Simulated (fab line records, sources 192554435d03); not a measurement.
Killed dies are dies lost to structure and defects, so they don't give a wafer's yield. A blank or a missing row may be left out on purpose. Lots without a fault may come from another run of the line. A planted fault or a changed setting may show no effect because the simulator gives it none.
Split-lot experiment | flow n5_finfet | 7 lots, 21 wafers read, on a route of 1938 steps

THE SPLIT
At N5_FIN_SAQP_HM_DEP_03 (deposits SiNx from SiH4/NH3/N2, target thk 38 nm, time 33.6 s), the setting time_s was moved away from the recipe's 33.6 s on 4 of the 21 wafers read, by +4.8% to +9.9%. The other wafers ran this setting at the recipe's value.

FROM THE SPLIT TO THE READING: what the file shows between them, 20 steps
- N5_FIN_SAQP_THK_MEAS_05
- N5_FIN_SAQP_EXPOSE_13: exposes mask FIN CORE, target cd 35.6 nm (also split here: dose_mj)
- N5_FIN_SAQP_PEB_14: peb time 60 s
- N5_FIN_SAQP_DEVELOP_15: develop time 30 s
- N5_FIN_SAQP_CD_MEAS_16: target cd 35.6 nm
- N5_FIN_SAQP_MANDREL_ETCH_22: etches a-Si in HBr/Cl2, stops on SiNx, target depth 60 nm, bt time 10 s, time 30 s (also split here: over_etch_frac)
- N5_FIN_SAQP_STRIP_55: strips in N2/H2
- N5_FIN_SAQP_STRIP_23: strips in SPM, time 750 s
- N5_FIN_SAQP_ETCH_57: etches SiNx in CH3F/O2, target depth 32.5 nm, time 46.4 s
- N5_FIN_SAQP_ETCH_65: etches SiO2 in CF4, target depth 4 nm, time 4.4 s
- N5_FIN_SAQP_MANDREL_ETCH_58: etches a-Si in HBr/Cl2, stops on SiNx, target depth 45 nm, bt time 10 s, time 27 s
- N5_FIN_SAQP_RECESS_63: chemistry HF/NH3, target SiO2, target depth 18 nm, afs cycles 3, sublimation time 60 s
- N5_FIN_SAQP_COAT_68: time 60 s, resist thk 100 nm
- N5_FIN_SAQP_MANDREL2_REMOVE_60: chemistry HBr/Cl2/O2, target a-Si, stops on SiNx, bt time 10 s
- N5_FIN_SAQP_HM_OPEN_33: chemistry CH3F/O2, target SiNx, target depth 49.4 nm, time 70.6 s
- N5_FIN_SAQP_ETCH_34: etches SiO2 in C4F6/O2, target depth 45 nm, time 15 s
- N5_FIN_SAQP_STRIP_77: strips in N2/H2, time 90 s
- N5_FIN_SAQP_ETCH_64: etches SiO2 in CF4, target depth 1.5 nm
- N5_FIN_SAQP_FIN_ETCH_36: etches the open film in HBr/Cl2/O2, target depth 120 nm, time 50.4 s
- N5_FIN_SAQP_PRECLEAN_38: cleans in O3/DIW, time 45 s

THE READING
SiNx_of_FIN_SAQP_HM_DEP_03.thk_nm (the simulator's own value, which no gauge read), in nm, at N5_FIN_SAQP_PRECLEAN_45 (cleans in dHF, time 10 s). The file gives no usual value for it. The 17 wafers here that ran the recipe average 21.0 nm, standard deviation 0.59 nm.

wafer  | tool, chamber at the split | time_s as run, s | against the recipe | SiNx_of_FIN_SAQP_HM_DEP_03.thk_nm, nm | against lot-mates on the recipe
L078.1 | pecvd-03, 0                | 33.6             | recipe             | 20.8                                  | -
L078.4 | pecvd-03, 2                | 33.6             | recipe             | 21                                    | -
L078.6 | pecvd-03, 1                | 33.6             | recipe             | 21.6                                  | -
L083.1 | pecvd-03, 2                | 33.6             | recipe             | 21.2                                  | -
L083.2 | pecvd-03, 0                | 33.6             | recipe             | 21.4                                  | -
L083.4 | pecvd-03, 2                | 33.6             | recipe             | 21.6                                  | -
L089.3 | pecvd-03, 1                | 33.6             | recipe             | 21.2                                  | -
L089.4 | pecvd-03, 0                | 33.6             | recipe             | 21.4                                  | -
L089.6 | pecvd-03, 2                | 33.6             | recipe             | 21.6                                  | -
L090.1 | pecvd-03, 1                | 36.93            | +9.9%              | 24.8                                  | +3.2
L090.2 | pecvd-03, 2                | 33.6             | recipe             | 21.6                                  | -
L090.5 | pecvd-03, 1                | 36.93            | +9.9%              | 24.6                                  | +3.0
L092.2 | pecvd-03, 1                | 35.21            | +4.8%              | 22.6                                  | +1.0
L092.5 | pecvd-03, 2                | 33.6             | recipe             | 21.6                                  | -
L092.6 | pecvd-03, 1                | 35.21            | +4.8%              | 23.4                                  | +1.8
L096.3 | pecvd-02, 2                | 33.6             | recipe             | 20                                    | -
L096.4 | pecvd-02, 2                | 33.6             | recipe             | 20.2                                  | -
L096.6 | pecvd-02, 1                | 33.6             | recipe             | 20.4                                  | -
L097.2 | pecvd-02, 0                | 33.6             | recipe             | 21.2                                  | -
L097.3 | pecvd-02, 2                | 33.6             | recipe             | 19.8                                  | -
L097.4 | pecvd-02, 1                | 33.6             | recipe             | 20.6                                  | -

THE FIT
A straight line over all 21 wafers: SiNx_of_FIN_SAQP_HM_DEP_03.thk_nm changes by +0.379 nm for each +1% of time_s; r = +0.91; the points scatter about the line by 0.58 nm.
The same after taking each lot's own level away (the mean of its wafers on the recipe; 21 wafers): +0.309 nm for each +1%; r = +0.95; scatter 0.32 nm.
On that fit, the largest move of time_s shifts the reading by 3.1 nm.
The lots' own levels span 20.20 to 21.60 nm, that is 2.4 times the standard deviation above.
So the lot-to-lot level changes the slope: the two fits differ.
Check: with one of the wafers moved furthest among these (+9.9%) left out of the fit, the line predicts +2.97 nm for it against its lot-mates. It came out at +3.2 nm against them.

OTHER SPLITS ON THESE WAFERS
These wafers also went through other splits before the reading. Each is held against what the fit with the lots' levels taken away leaves over:
other split on the same wafers             | wafers away from the commonest value | r with SiNx_of_FIN_SAQP_HM_DEP_03.thk_nm (lot level and that fit taken away)
N5_WELL_APT_PEB_06 peb_time_s              | 7                                    | +0.06
N5_WELL_APT_DESCUM_13 time_s               | 5                                    | -0.21
N5_FIN_SAQP_ALD_61 ald_cycles              | 10                                   | +0.17
N5_FIN_SAQP_EXPOSE_13 dose_mj              | 7                                    | -0.16
N5_FIN_SAQP_MANDREL_ETCH_22 over_etch_frac | 9                                    | +0.24

THE WHOLE CHAIN: every reading that the file lists as answering this split, in the file's order
step                        | what it does                                                                       | reading                                                                            | change (the file's fit)               | r (the file's)
N5_FIN_SAQP_HM_DEP_03       | deposits SiNx from SiH4/NH3/N2, target thk 38 nm, time 33.6 s                      | SiNx_of_FIN_SAQP_HM_DEP_03.thk_nm (the simulator's own value, which no gauge read) | +0.349 nm for each +1% of the setting | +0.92
N5_FIN_SAQP_THK_MEAS_05     |                                                                                    | thk_nm                                                                             | withheld for each +1% of the setting  | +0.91
N5_FIN_SAQP_MANDREL_ETCH_58 | etches a-Si in HBr/Cl2, stops on SiNx, target depth 45 nm, bt time 10 s, time 27 s | SiNx_of_FIN_SAQP_HM_DEP_03.thk_nm (the simulator's own value, which no gauge read) | +0.358 nm for each +1% of the setting | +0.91
N5_FIN_SAQP_HM_OPEN_33      | chemistry CH3F/O2, target SiNx, target depth 49.4 nm, time 70.6 s                  | etch.depth_nm (the simulator's own value, which no gauge read)                     | +0.354 nm for each +1% of the setting | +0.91
N5_FIN_SAQP_FIN_ETCH_36     | etches the open film in HBr/Cl2/O2, target depth 120 nm, time 50.4 s               | SiNx_of_FIN_SAQP_HM_DEP_03.thk_nm (the simulator's own value, which no gauge read) | +0.305 nm for each +1% of the setting | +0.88
N5_FIN_SAQP_PRECLEAN_45     | cleans in dHF, time 10 s                                                           | SiNx_of_FIN_SAQP_HM_DEP_03.thk_nm (the simulator's own value, which no gauge read) | +0.309 nm for each +1% of the setting | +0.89

THE FILE'S OWN FIT
SiNx_of_FIN_SAQP_HM_DEP_03.thk_nm changes by +0.309 nm for each +1% of time_s, r = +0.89.
